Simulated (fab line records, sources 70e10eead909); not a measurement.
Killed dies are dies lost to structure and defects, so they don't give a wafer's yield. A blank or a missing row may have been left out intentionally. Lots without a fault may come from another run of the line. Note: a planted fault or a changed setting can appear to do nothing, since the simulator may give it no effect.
Chamber matching :: flow nand-harc :: pecvd-02 running NHARC_A_SLIT_DEP_25: 3 sister chambers
The step deposits SiO2, target thk 200 nm. 6 wafers are shown with their chamber, then 8 later ones without.

## WAFERS PAIRED WITH THEIR CHAMBERS
wafer: L082.4
chamber: 2
throttle-valve-pct (%): 15.8
heater-power-w (W): 512

wafer: L085.6
chamber: 2
throttle-valve-pct (%): 15.6
heater-power-w (W): 638

wafer: L084.2
chamber: 1
throttle-valve-pct (%): 15.8
heater-power-w (W): 500

wafer: L084.4
chamber: 1
throttle-valve-pct (%): 15.4
heater-power-w (W): 516

wafer: L084.5
chamber: 0
throttle-valve-pct (%): 16.1
heater-power-w (W): 710

wafer: L086.1
chamber: 0
throttle-valve-pct (%): 16.2
heater-power-w (W): 583

## WAFERS WITHOUT THEIR CHAMBER
wafer: L086.2
throttle-valve-pct (%): 15.7
heater-power-w (W): 493

wafer: L086.4
throttle-valve-pct (%): 15.6
heater-power-w (W): 620

wafer: L092.1
throttle-valve-pct (%): 15.7
heater-power-w (W): 529

wafer: L092.4
throttle-valve-pct (%): 15.9
heater-power-w (W): 555

wafer: L092.6
throttle-valve-pct (%): 15.7
heater-power-w (W): 588

wafer: L097.1
throttle-valve-pct (%): 16.4
heater-power-w (W): 621

wafer: L097.4
throttle-valve-pct (%): 16.3
heater-power-w (W): 632

wafer: L097.6
throttle-valve-pct (%): 15.7
heater-power-w (W): 658

## THE CHAMBER EACH PASSED THROUGH
wafer: L086.2
from the rows above: can't be placed: 1 or 2
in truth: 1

wafer: L086.4
from the rows above: can't be placed: 2 or 1
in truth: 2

wafer: L092.1
from the rows above: can't be placed: 1 or 2
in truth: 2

wafer: L092.4
from the rows above: can't be placed: 2 or 1 or 0
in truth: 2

wafer: L092.6
from the rows above: can't be placed: 2 or 1
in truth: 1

wafer: L097.1
from the rows above: 0
in truth: 0

wafer: L097.4
from the rows above: 0
in truth: 0

wafer: L097.6
from the rows above: can't be placed: 2 or 1 or 0
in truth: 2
2 of 8 placed correctly. From these rows, 6 cannot be placed; in 6 the true chamber is one of the candidates. Wrongly placed: 0.
How it was worked out, from the rows above alone: a wafer's distance from a chamber is the root of the sum, over the readings, of the square of ((its reading less the chamber's mean) divided by the reading's scatter). The wafer belongs to the nearest chamber; if the next one is less than 2 further off, it can't be placed. Each chamber's mean is taken over the wafers shown for it. The scatter: the root of (the sum of the squares of (reading less its chamber's mean) over the shown wafers, divided by (wafers less chambers)).
